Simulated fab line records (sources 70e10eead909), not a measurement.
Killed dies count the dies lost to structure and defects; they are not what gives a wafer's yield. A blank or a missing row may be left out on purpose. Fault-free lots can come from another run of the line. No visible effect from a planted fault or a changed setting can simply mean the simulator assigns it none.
Chamber matching -- flow nand_harc -- 4 sister chambers for NHARC_A_STAIRCASE_ETCH_230 on rie_diel-05
The step etches the open film in C4F8/O2, target depth 100 nm, time 40.5 s. 4 wafers are shown with their chamber, then 7 later ones without.

## WAFERS PAIRED WITH THEIR CHAMBERS
wafer,chamber,rf_vpp_V (V)
L271.1,1,899
L271.4,2,898
L273.1,3,890
L273.2,0,891

## WAFERS WITH NO CHAMBER GIVEN
wafer,rf_vpp_V (V)
L273.3,900
L287.1,899
L287.2,897
L287.3,890
L288.2,897
L288.3,889
L288.6,890

## EACH ONE'S CHAMBER
wafer,from the rows above,in truth
L273.3,can't be placed: 1 or 2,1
L287.1,can't be placed: 1 or 2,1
L287.2,can't be placed: 2 or 1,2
L287.3,can't be placed: 3 or 0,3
L288.2,can't be placed: 2 or 1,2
L288.3,can't be placed: 3 or 0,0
L288.6,can't be placed: 3 or 0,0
Placed correctly: 0 of 7. Cannot be placed on the basis of these rows: 7; the candidates contain the true chamber in 7. 0 placed wrongly.
How it was worked out, from the rows above alone: a wafer's distance from a chamber is the root of the sum, over the readings, of the square of ((its reading less the chamber's mean) divided by the reading's scatter). If the next closest chamber is less than 2 further off than the closest, the wafer can't be placed; otherwise it belongs to the closest. A chamber's mean is the mean of its shown wafers. The scatter: with one shown wafer a chamber, the root of the mean of the squares of how far each hidden wafer lies from its nearest shown one.
